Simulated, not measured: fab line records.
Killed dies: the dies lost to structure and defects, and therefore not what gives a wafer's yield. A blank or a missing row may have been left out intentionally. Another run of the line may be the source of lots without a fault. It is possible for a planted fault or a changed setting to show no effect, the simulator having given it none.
fab line records	flow n5Finfet
record lots=11	wafers=29	lastDay=17
route steps=1938 shown BEOL_M9@1435 PASSIVATION@1936
lots that met no fault: taken from a fault-free run of the same line
startH: hours from the record's first day to the start of the lot's first wafer shown	waitH: time in hours since the lot's previous step	" the same as in the row above	L1.1+2: one row covering several wafers at once	- either no value or no given start	* or withheld: withheld	< > ~ a bound
route shown NAME@n: NAME is a module with steps in the file, n the number in the route of the first one	usual: mean/standard deviation of fault-free wafers	same: alike in all rows	chamber/n: place in a boat	sites: per-site readings	_std_site: their standard deviation	_edge_site: inner sites' mean taken away from outer sites' mean	radiusMm: how far each site lies from the wafer's centre	mask NAME#n: copy n	behind: the most recent tool/chamber to have shaped the wafer	hold: the reason the lot was held/the length of the hold in hours/how it ended	device: whichever transistor did not switch (one of n, p or np)	end of line: tests of these same wafers at the route's end	where a step has no rows: the recipe by itself	killed: the dies lost at the first sort to structure and to defects; this is not the yield of the wafer	map: per-die view of a wafer (x killed, . not killed, _ where there is no die)
set.NAME: setting as actually run; set.NAME@STEP: the setting as run at that earlier step	model.NAME: the simulator's own value behind a step, which no gauge read
steps of the route over a sample of lots; a table a step, a row a wafer
services: the hour from which a tool's chamber was out of use, counted from the record's first day as startH (under 0 if before that day), plus the number of hours and why
## steps
# step N5_BEOL_M9_OVL_MEAS_29
# recipe pointsPerWafer=522
# usual V8_OVL=-0.1/0.71
lot.wafer	tool	chamber	startH	waitH	V8_OVL[nm]
L228.2	overlay-01	0	217.71	0.0	-1.1
L228.4	"	0	"	"	-1.6
L228.5	"	0	"	"	0.4
L232.2	overlay-01	0	227.83	0.0	-0.4
L232.3	"	0	"	"	1.5
L232.5	"	0	"	"	1.8
L230.1	overlay-02	0	237.50	0.0	0.3
L230.2	"	0	"	"	0.2
L230.3	"	0	"	"	-0.2
L236.1	overlay-01	0	254.76	0.0	-0.7
L236.2	"	0	"	"	0.9
L237.1	overlay-01	0	259.38	0.0	-0.5
L237.3	"	0	"	"	-0.6
L237.6	"	0	"	"	0.4
L239.4	overlay-01	0	279.37	0.0	1.3
L239.5	"	0	"	"	0.7
L239.6	"	0	"	"	0.0
L240.1	overlay-02	0	292.99	0.0	-0.1
L240.3	"	0	"	"	0.2
L240.4	"	0	"	"	-0.3
L243.1	overlay-01	0	296.49	0.0	0.2
L243.3	"	0	"	"	-0.8
L243.5	"	0	"	"	0.8
L249.3	overlay-01	0	333.51	0.0	0.2
L250.1	overlay-02	0	336.61	0.0	-0.7
L250.5	"	0	"	"	0.1
L251.2	overlay-01	0	344.07	0.0	-0.2
L251.3	"	0	"	"	0.7
L251.6	"	0	"	"	-0.4
# step N5_BEOL_M9_VIA_ETCH_34
# recipe chemistry=C4F6/O2	target=SiCOH_lowk	targetDepthA=1824	maskMaterial=SOC	taperDeg=4	timeS=68.4	ionEnergyEv=250	pressureMtorr=30	sourceW=345	biasW=185	Ar_flow_sccm=300	C4F6_flow_sccm=10	O2_flow_sccm=10
# usual biasW=185.0/0.62	drypumpMotorCurrentA=5.8/0.42	oesProductAu=0.79/0.057	rfVppV=662/8.7	showerheadPlenumPTorr=2.87/0.11	throttleValvePct=20.87/0.28
# same timeS=68.4
lot.wafer	tool	chamber	startH	waitH	biasW	drypumpMotorCurrentA	oesProductAu	rfHoursCounterH	rfVppV	showerheadPlenumPTorr	throttleValvePct
L228.2	rieDiel-06	1	218.51	0.0	185.8	6.2	0.84	61	654	2.78	20.59
L228.4	"	3	"	"	186.0	5.6	0.74	173	677	2.93	20.73
L228.5	"	2	"	"	184.1	6.0	0.81	-	671	2.98	20.69
L232.2	rieDiel-04	2	228.10	0.0	186.3	5.4	0.81	107	657	2.74	20.97
L232.3	"	1	"	"	184.5	5.5	0.70	223	675	2.82	21.03
L232.5	"	0	"	"	184.8	5.7	0.91	-	673	2.77	20.49
L230.1	rieDiel-04	0	237.78	0.0	185.6	5.6	0.90	29	672	2.77	20.49
L230.2	"	1	"	"	185.1	5.5	0.70	226	675	2.82	21.00
L230.3	"	2	"	"	186.1	5.3	0.80	109	656	2.74	20.97
L236.1	rieDiel-02	0	255.03	0.0	184.7	5.1	0.74	180	668	2.98	21.32
L236.2	"	1	"	"	185.6	5.6	0.86	69	653	3.00	20.62
L237.1	rieDiel-06	1	259.65	0.0	184.8	6.2	0.83	73	652	2.77	20.61
L237.3	"	2	"	"	185.1	6.0	0.80	104	671	2.98	20.69
L237.6	"	1	"	"	184.8	6.2	0.83	-	653	2.77	20.62
L239.4	rieDiel-06	2	279.65	0.0	183.9	6.0	0.78	-	671	2.97	20.72
L239.5	"	1	"	"	184.6	6.2	0.82	-	654	2.77	20.62
L239.6	"	3	"	"	184.2	5.6	0.72	-	678	2.92	20.75
L240.1	rieDiel-02	0	293.26	0.0	184.7	5.1	0.71	193	667	2.97	21.34
L240.3	"	1	"	"	185.7	5.6	0.85	82	652	2.99	20.64
L240.4	"	3	"	"	185.3	5.9	0.80	98	662	3.01	20.53
L243.1	rieDiel-04	3	296.82	0.0	184.8	6.0	0.85	60	651	2.88	20.97
L243.3	"	1	"	"	184.2	5.6	0.68	244	674	2.81	21.02
L243.5	"	3	"	"	185.4	6.0	0.85	-	649	2.88	20.98
L249.3	rieDiel-04	0	333.94	0.0	186.3	5.7	0.84	62	671	2.75	20.55
L250.1	rieDiel-02	2	336.89	0.0	184.5	6.5	0.74	133	654	2.72	21.26
L250.5	"	3	"	"	185.7	5.9	0.78	-	662	3.00	20.56
L251.2	rieDiel-02	1	344.34	0.0	184.5	5.6	0.82	98	654	2.98	20.64
L251.3	"	3	"	"	184.6	5.9	0.79	113	661	3.00	20.56
L251.6	"	1	"	"	185.1	5.6	0.82	-	654	2.98	20.65
# step N5_BEOL_M9_TRENCH_ETCH_37
# recipe chemistry=C4F6/O2	targetDepthA=1514.3	target=SiCOH_lowk	timeS=49	ionEnergyEv=250	pressureMtorr=30	sourceW=345	biasW=185	Ar_flow_sccm=300	C4F6_flow_sccm=10	O2_flow_sccm=10
# usual biasW=184.9/0.59	drypumpMotorCurrentA=5.8/0.42	oesProductAu=0.79/0.058	rfVppV=662/8.7	showerheadPlenumPTorr=2.87/0.11	throttleValvePct=20.90/0.28
# same timeS=49
lot.wafer	tool	chamber	startH	waitH	biasW	drypumpMotorCurrentA	oesProductAu	rfHoursCounterH	rfVppV	showerheadPlenumPTorr	throttleValvePct
L228.2	rieDiel-06	1	218.61	-	184.9	6.2	0.84	61	653	2.78	20.62
L228.4	"	3	"	"	185.0	5.6	0.74	173	677	2.93	20.74
L228.5	"	2	"	"	183.8	6.0	0.81	-	671	2.98	20.70
L232.2	rieDiel-04	2	228.20	-	184.8	5.4	0.80	107	657	2.74	21.00
L232.3	"	1	"	"	184.6	5.6	0.69	223	674	2.82	21.04
L232.5	"	0	"	"	185.4	5.6	0.90	-	671	2.77	20.51
L230.1	rieDiel-04	0	237.88	-	185.3	5.7	0.90	29	670	2.77	20.53
L230.2	"	1	"	"	185.4	5.5	0.69	226	673	2.82	21.04
L230.3	"	2	"	"	185.2	5.3	0.81	109	656	2.74	21.01
L236.1	rieDiel-02	0	255.13	-	184.1	5.1	0.74	180	668	2.98	21.35
L236.2	"	1	"	"	185.0	5.6	0.87	69	653	3.00	20.64
L237.1	rieDiel-06	1	259.75	-	184.7	6.2	0.83	73	654	2.77	20.63
L237.3	"	2	"	"	183.5	6.0	0.81	104	673	2.98	20.73
L237.6	"	1	"	"	186.0	6.2	0.83	-	652	2.77	20.65
L239.4	rieDiel-06	2	279.75	-	185.9	6.0	0.79	-	671	2.97	20.73
L239.5	"	1	"	"	184.2	6.2	0.82	-	652	2.77	20.67
L239.6	"	3	"	"	185.2	5.6	0.73	-	677	2.92	20.76
L240.1	rieDiel-02	0	293.37	-	185.0	5.1	0.72	193	669	2.97	21.36
L240.3	"	1	"	"	184.1	5.6	0.85	82	653	2.99	20.68
L240.4	"	3	"	"	186.0	5.8	0.81	98	662	3.01	20.56
L243.1	rieDiel-04	3	296.92	-	184.7	6.0	0.86	60	650	2.88	20.99
L243.3	"	1	"	"	184.7	5.5	0.68	244	674	2.82	21.08
L243.5	"	3	"	"	185.8	6.0	0.86	-	648	2.88	21.00
L249.3	rieDiel-04	0	334.05	-	90.2	5.6	0.75	62	378	2.75	20.52
L250.1	rieDiel-02	2	336.99	-	184.6	6.5	0.74	133	654	2.72	21.26
L250.5	"	3	"	"	184.7	5.9	0.78	-	663	3.00	20.58
L251.2	rieDiel-02	1	344.44	-	183.9	5.6	0.82	98	653	2.98	20.69
L251.3	"	3	"	"	184.2	5.9	0.79	113	663	3.00	20.60
L251.6	"	1	"	"	184.2	5.6	0.83	-	653	2.98	20.67
# step N5_BEOL_M9_OCD_MEAS_38
# usual trenchDepthNm=150.8/2.3
lot.wafer	tool	chamber	startH	waitH	trenchDepthNm
L228.2	ocd-02	-	218.78	-	150.8
L228.4	"	-	"	"	149.7
L228.5	"	-	"	"	148.5
L232.2	ocd-02	-	228.37	-	150.4
L232.3	"	-	"	"	148.6
L232.5	"	-	"	"	151.0
L230.1	ocd-01	-	238.05	-	152.2
L230.2	"	-	"	"	149.8
L230.3	"	-	"	"	153.0
L236.1	ocd-01	-	255.31	-	155.4
L236.2	"	-	"	"	151.9
L237.1	ocd-02	-	259.93	-	150.4
L237.3	"	-	"	"	148.6
L237.6	"	-	"	"	150.0
L239.4	ocd-01	-	279.91	-	148.2
L239.5	"	-	"	"	150.1
L239.6	"	-	"	"	149.0
L240.1	ocd-02	-	293.54	-	153.6
L240.3	"	-	"	"	153.5
L240.4	"	-	"	"	153.9
L243.1	ocd-01	-	297.10	-	153.5
L243.3	"	-	"	"	150.2
L243.5	"	-	"	"	154.7
L249.3	ocd-02	-	334.22	-	123.6
L250.1	ocd-01	-	337.16	-	147.9
L250.5	"	-	"	"	150.7
L251.2	ocd-02	-	344.61	-	150.5
L251.3	"	-	"	"	153.0
L251.6	"	-	"	"	151.1
# step N5_BEOL_M9_PRE_CLEAN_45
# recipe gas=H2/He	timeS=30	tempC=250
# usual heaterPowerW=341/33	susceptorTempC=250.02/0.19
# same timeS=30
lot.wafer	tool	chamber	startH	waitH	heaterPowerW	susceptorTempC
L228.2	pvdSputter-03	-	219.99	0.0	378	250.13
L228.4	"	-	"	"	315	250.20
L228.5	"	-	"	"	363	250.11
L232.2	pvdSputter-03	-	229.07	0.0	299	249.92
L232.3	"	-	"	"	381	250.10
L232.5	"	-	"	"	306	249.92
L230.1	pvdSputter-03	-	238.67	0.0	368	249.75
L230.2	"	-	"	"	386	249.97
L230.3	"	-	"	"	304	250.02
L236.1	pvdSputter-01	-	256.26	0.0	274	249.81
L236.2	"	-	"	"	341	250.37
L237.1	pvdSputter-01	-	261.06	0.0	275	250.04
L237.3	"	-	"	"	332	249.91
L237.6	"	-	"	"	284	249.99
L239.4	pvdSputter-03	-	280.58	0.0	330	249.95
L239.5	"	-	"	"	372	249.88
L239.6	"	-	"	"	371	249.93
L240.1	pvdSputter-03	-	294.19	0.0	362	249.83
L240.3	"	-	"	"	309	250.34
L240.4	"	-	"	"	330	249.92
L243.1	pvdSputter-01	-	297.97	0.0	285	250.11
L243.3	"	-	"	"	380	249.95
L243.5	"	-	"	"	283	250.14
L249.3	pvdSputter-03	-	334.81	0.0	338	250.17
L250.1	pvdSputter-03	-	337.72	0.0	378	250.09
L250.5	"	-	"	"	313	249.89
L251.2	pvdSputter-01	-	345.30	0.0	378	250.16
L251.3	"	-	"	"	340	250.03
L251.6	"	-	"	"	381	250.12
# step N5_BEOL_M9_THK_MEAS_53
# recipe thkMeasGauge=xrf	reads=Cu_of_BEOL_M9_ECD_50
# usual M9_THK=139.2/2.7
lot.wafer	tool	chamber	startH	waitH	M9_THK[nm]
L228.2	filmMetro-02	-	221.83	-	139.5
L228.4	"	-	"	"	137.7
L228.5	"	-	"	"	138.0
L232.2	filmMetro-01	-	231.23	-	141.5
L232.3	"	-	"	"	136.8
L232.5	"	-	"	"	142.2
L230.1	filmMetro-01	-	240.06	-	139.6
L230.2	"	-	"	"	137.7
L230.3	"	-	"	"	141.8
L236.1	filmMetro-02	-	257.80	-	148.0
L236.2	"	-	"	"	143.2
L237.1	filmMetro-02	-	262.81	-	139.7
L237.3	"	-	"	"	137.6
L237.6	"	-	"	"	139.8
L239.4	filmMetro-01	-	282.05	-	133.6
L239.5	"	-	"	"	135.4
L239.6	"	-	"	"	135.2
L240.1	filmMetro-02	-	295.73	-	138.9
L240.3	"	-	"	"	141.2
L240.4	"	-	"	"	140.9
L243.1	filmMetro-02	-	299.92	-	139.9
L243.3	"	-	"	"	138.6
L243.5	"	-	"	"	141.7
L249.3	filmMetro-01	-	336.89	-	111.6
L250.1	filmMetro-02	-	340.99	-	136.1
L250.5	"	-	"	"	138.2
L251.2	filmMetro-02	-	347.67	-	140.2
L251.3	"	-	"	"	143.4
L251.6	"	-	"	"	139.4
# step N5_BEOL_M9_RS_MEAS_57
# recipe thkMeasGauge=four-point-probe	reads=Cu_of_BEOL_M9_ECD_50+Co_of_BEOL_M9_CVD_78+TaN_of_BEOL_M9_ALD_74
# usual M9_RS=0.151/0.0032
lot.wafer	tool	chamber	startH	waitH	M9_RS[ohm/sq]
L228.2	filmMetro-01	-	221.97	0.1	0.151
L228.4	"	-	"	"	0.154
L228.5	"	-	"	"	0.153
L232.2	filmMetro-02	-	231.40	0.1	0.150
L232.3	"	-	"	"	0.155
L232.5	"	-	"	"	0.149
L230.1	filmMetro-02	-	240.20	0.1	0.150
L230.2	"	-	"	"	0.153
L230.3	"	-	"	"	0.147
L236.1	filmMetro-01	-	257.94	0.1	0.144
L236.2	"	-	"	"	0.149
L237.1	filmMetro-02	-	262.96	0.1	0.153
L237.3	"	-	"	"	0.155
L237.6	"	-	"	"	0.153
L239.4	filmMetro-01	-	282.19	0.0	0.157
L239.5	"	-	"	"	0.155
L239.6	"	-	"	"	0.155
L240.1	filmMetro-02	-	295.87	0.1	0.150
L240.3	"	-	"	"	0.149
L240.4	"	-	"	"	0.149
L243.1	filmMetro-02	-	300.10	0.1	0.149
L243.3	"	-	"	"	0.150
L243.5	"	-	"	"	0.146
L249.3	filmMetro-02	-	337.02	0.1	0.193
L250.1	filmMetro-01	-	341.13	0.1	0.155
L250.5	"	-	"	"	0.154
L251.2	filmMetro-02	-	347.81	0.1	0.151
L251.3	"	-	"	"	0.148
L251.6	"	-	"	"	0.151
# step N5_PASSIVATION_PROBE_49
# usual killed_at_M0_to_M3=32/9.7	killed_at_M4_up=14/5.3	killedAtContacts=11/6	killedAtFrontEnd=39/14	killedAtOther=3.3/2.7	killedDies=100/17	killedOnRim=14/4	killedOpen=66/13	killedShort=32/7.4
# same grossDies=1180	killedAtBackSide=0
lot.wafer	tool	chamber	startH	waitH	killed_at_M0_to_M3	killed_at_M4_up	killedAtContacts	killedAtFrontEnd	killedAtOther	killedDies	killedOnRim	killedOpen	killedShort
L236.1	prober-02	-	311.33	0.0	27	17	19	17	2	82	9	51	30
L236.2	prober-02	-	311.38	0.1	26	14	2	55	3	100	16	64	29
L237.1	prober-02	-	322.81	0.0	25	14	23	41	2	105	9	73	31
L237.3	prober-02	-	322.91	0.1	30	10	28	21	0	89	17	56	32
L237.6	prober-02	-	323.06	0.3	59	18	18	20	3	118	12	90	27
L239.4	prober-01	-	341.66	0.2	31	8	12	30	2	83	12	57	24
L239.5	prober-01	-	341.71	0.2	34	15	10	38	5	102	15	65	37
L239.6	prober-01	-	341.76	0.3	36	14	14	31	3	98	12	60	35
L240.4	prober-02	-	351.52	0.2	29	16	8	51	7	111	12	74	37
L243.3	prober-02	-	355.66	0.1	36	13	8	27	4	88	10	53	35
L249.3	prober-02	-	392.38	0.1	39	15	2	330	0	386	152	61	28
# killed by level:class
L236.1 MOL_CONTACT_COAG:geometricParticle:short=10 MOL_CONTACT_COAG:geometricParticle:open=9 BEOL_M2:geometricParticle:open=6 BEOL_M4:geometricParticle:open=6 BEOL_M1:geometricParticle:open=5 BEOL_M3:geometricParticle:open=5 BEOL_M0_SAQP:geometricParticle:open=4 BEOL_M0_SAQP:geometricParticle:short=4
L236.2 STI_FIN_REVEAL:geometricParticle:open=30 STI_FIN_REVEAL:geometricParticle:short=5 BEOL_M0_SAQP:geometricParticle:short=5 DUMMY_GATE:geometricParticle:short=4 BEOL_M4:geometricParticle:open=4 BEOL_M11:geometricParticle:open=4 HKMG_FIN:areaEtch=4 FIN_SAQP:geometricParticle:short=3
L237.1 MOL_CONTACT_COAG:geometricParticle:open=19 STI_FIN_REVEAL:geometricParticle:open=14 BEOL_M2:geometricParticle:open=7 BEOL_M4:geometricParticle:short=7 BEOL_M3:geometricParticle:open=6 FIN_SAQP:geometricParticle:short=5 FIN_SAQP:geometricParticle:open=4 GATE_CUT:geometricParticle:short=4
L237.3 MOL_CONTACT_COAG:geometricParticle:open=22 BEOL_M0_SAQP:geometricParticle:short=9 BEOL_M0_SAQP:geometricParticle:open=7 FIN_SAQP:geometricParticle:short=6 MOL_CONTACT_COAG:geometricParticle:short=6 BEOL_M3:geometricParticle:open=6 BEOL_M2:geometricParticle:open=5 STI_FIN_REVEAL:geometricParticle:open=3
L237.6 MOL_CONTACT_COAG:geometricParticle:open=16 BEOL_M3:geometricParticle:open=14 BEOL_M2:geometricParticle:open=13 BEOL_M0_SAQP:geometricParticle:open=12 BEOL_M4:geometricParticle:open=9 STI_FIN_REVEAL:geometricParticle:open=8 BEOL_M0_SAQP:geometricParticle:short=7 BEOL_M0:geometricParticle:open=6
L239.4 MOL_CONTACT_COAG:geometricParticle:open=11 BEOL_M3:geometricParticle:open=9 STI_FIN_REVEAL:geometricParticle:open=6 FIN_SAQP:geometricParticle:short=5 BEOL_M0_SAQP:geometricParticle:short=5 BEOL_M0:geometricParticle:open=4 FIN_SAQP:geometricParticle:open=3 GATE_CUT:geometricParticle:short=3
L239.5 FIN_SAQP:geometricParticle:short=10 MOL_CONTACT_COAG:geometricParticle:open=10 BEOL_M4:geometricParticle:open=8 STI_FIN_REVEAL:geometricParticle:open=7 FIN_SAQP:geometricParticle:open=6 BEOL_M2:geometricParticle:open=6 BEOL_M3:geometricParticle:open=6 GATE_CUT:geometricParticle:short=5
L239.6 FIN_SAQP:geometricParticle:open=11 MOL_CONTACT_COAG:geometricParticle:open=11 BEOL_M0_SAQP:geometricParticle:short=9 BEOL_M2:geometricParticle:open=7 BEOL_M4:geometricParticle:open=7 FIN_SAQP:geometricParticle:short=6 BEOL_M1:geometricParticle:open=5 MOL_CONTACT_COAG:geometricParticle:short=3
L240.4 STI_FIN_REVEAL:geometricParticle:open=14 FIN_SAQP:geometricParticle:short=8 DUMMY_GATE:geometricParticle:open=8 BEOL_M3:geometricParticle:open=7 MOL_CONTACT_COAG:geometricParticle:open=7 BEOL_M0_SAQP:geometricParticle:open=6 FIN_SAQP:geometricParticle:open=5 BEOL_M5:geometricParticle:open=5
L243.3 BEOL_M0_SAQP:geometricParticle:open=16 BEOL_M0_SAQP:geometricParticle:short=11 MOL_CONTACT_COAG:geometricParticle:open=7 FIN_SAQP:geometricParticle:open=5 FIN_SAQP:geometricParticle:short=5 STI_FIN_REVEAL:geometricParticle:open=5 BEOL_M4:geometricParticle:open=5 BEOL_M2:geometricParticle:open=4
L249.3 DUMMY_GATE:areaCvd=294 BEOL_M0_SAQP:geometricParticle:open=15 FIN_SAQP:geometricParticle:open=12 BEOL_M0_SAQP:geometricParticle:short=10 BEOL_M4:geometricParticle:open=10 FIN_SAQP:geometricParticle:short=8 BEOL_M1:geometricParticle:open=6 BEOL_M3:geometricParticle:open=4
## services
tool	chamber	startH	hours	kind
rieDiel-02	3	240.22	32.8	repair
rieDiel-04	1	279.44	3.4	repair
rieDiel-04	2	293.66	8.2	repair
rieDiel-06	1	311.17	5.3	repair
rieDiel-04	1	317.63	-	clean
rieDiel-04	1	317.63	-	consumableReplace:focusRing
rieDiel-04	1	317.63	25.8	scheduledDown
rieDiel-04	1	317.63	25.8	ventCycle
rieDiel-02	-	332.25	2.8	pm
## key
firstSign step=N5_BEOL_M9_TRENCH_ETCH_37	reading=biasW	direction=down	sigmas=99+	usual=*	struck=*
effect step=N5_BEOL_M9_TRENCH_ETCH_37	reading=rfVppV	direction=down	sigmas=33	usual=662	struck=378
effect step=N5_BEOL_M9_OCD_MEAS_38	reading=trenchDepthNm	direction=down	sigmas=12	usual=150.8	struck=123.6
effect step=N5_BEOL_M9_THK_MEAS_53	reading=M9_THK	direction=down	sigmas=10	usual=139.2	struck=111.6
effect step=N5_BEOL_M9_RS_MEAS_57	reading=M9_RS	direction=up	sigmas=13	usual=0.151	struck=0.193
metAt N5_BEOL_M9_TRENCH_ETCH_37
struckLots L249
struckWafers L249.3
testerLeftOut L249
notActingAt N5_BEOL_M9_OVL_MEAS_29,N5_BEOL_M9_VIA_ETCH_34,N5_BEOL_M9_PRE_CLEAN_45
onsetBetween 237.88 334.05
earlierFault kind=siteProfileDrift	tool=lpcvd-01	chamber=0	onsetH=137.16	steps=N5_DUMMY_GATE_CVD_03	basis=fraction	maxAbsDrift=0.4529	slopeSharePerHr=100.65	sitePattern=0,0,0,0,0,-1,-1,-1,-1
fault kind=processParameterDrift	tool=rieDiel-04	chamber=0	onsetH=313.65	steps=N5_BEOL_M9_TRENCH_ETCH_37	channel=biasW	offset=*	shape=step	actsIn=*	stated=*
# testerLeftOut: of these lots the tester's yield and bins aren't shown, on N5 and GAA mostly nor the transistor test; their killed dies are dies lost to structure and defects alone, not to doping, threshold or leakage, so they don't give the yield
